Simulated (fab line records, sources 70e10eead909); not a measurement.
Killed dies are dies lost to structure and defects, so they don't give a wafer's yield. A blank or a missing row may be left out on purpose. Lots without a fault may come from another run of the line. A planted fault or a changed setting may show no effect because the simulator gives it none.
Problem report in the 8D (eight disciplines) form, filled by code | flow nand_harc | the parts of the form that need people (team, actions taken, sign-off) are left out

1. THE PROBLEM
overlay_x_nm at NHARC_A_M1_OVL_MEAS_10 reads a mean of 28.5 nm on 9 wafers of 3 lots; wafers without a fault read 0.1 nm with a standard deviation of 0.79. That is +36 standard deviations from the usual mean.
The step: pitch 240 nm.
First seen on wafer L452.1, day 28 12:25, on overlay-01. The record holds 39 wafers of 13 lots with a number at this step. Rule for "out", or "out of limits": more than 4 standard deviations from the usual mean. The other wafers with a number count as sound.

2. WHAT IT IS AND WHAT IT IS NOT
question                    | is                     | is not
which readings at this step | overlay_x_nm           | -
which lots                  | L452, L453, L457       | L440, L441, L442, L445, L446, L447, L448, L458, L459, L462
which wafers of those lots  | all that have a number | -
read on which gauges        | overlay-01, overlay-02 | -
when                        | from day 28 12:25      | up to then (21 sound wafers); but 9 sound wafers of L458, L459, L462 came after

3. SUSPECTS, AND WHAT RULES EACH OUT
Counting: a tool at a process step up to the reading stays a suspect if it ran every lot that is out and no sound lot after the first of them.
- the gauge at NHARC_A_M1_OVL_MEAS_10: ruled out. The wafers that are out were read on 2 gauges (overlay-01, overlay-02).
- arfi_scanner-03 at NHARC_A_M1_EXPOSE_06 (exposes mask A M1, target cd 120 nm): kept. It ran every lot that is out, first L452 (day 28 12:11), and no sound lot after that; its last sound lot up to then is L448 (day 26 16:23).
Left after counting: arfi_scanner-03 at NHARC_A_M1_EXPOSE_06.

4. THE CAUSE (what the simulator had put in)
Scanner matching overlay: arfi_scanner-03, from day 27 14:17 on, at NHARC_A_M1_EXPOSE_06. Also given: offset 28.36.
Counting left only this tool.

5. THE CHAIN OF EFFECTS, in route order
Each row: a reading whose mean over the struck wafers that have a number lies more than 3 standard deviations from the usual. Only readings for which the record gives a usual standard deviation are gone through. hours: the time from each lot's start at the first step in this table that gives one to its start at this step, as a median over the lots. sigmas: the change in usual standard deviations.
hours | step                   | reading      | usual  | on struck wafers | change | sigmas
0     | NHARC_A_M1_OVL_MEAS_10 | overlay_x_nm | 0.1 nm | 28.5             | +28.4  | +36
Later measuring or inspecting steps at which every struck wafer that the step has a row for has a number for every such reading, and none has moved that far: NHARC_END_SORT_01.

6. WHAT WOULD HAVE CAUGHT IT SOONER
In this record the first reading out of limits at a measuring or inspecting step was taken at day 28 12:25, 22 hours after the fault began at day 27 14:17.
Of the lots that are out (3), L453, L457 began NHARC_A_M1_EXPOSE_06 on arfi_scanner-03 after day 28 12:25. A hold on the tool at that time would have spared those 2.
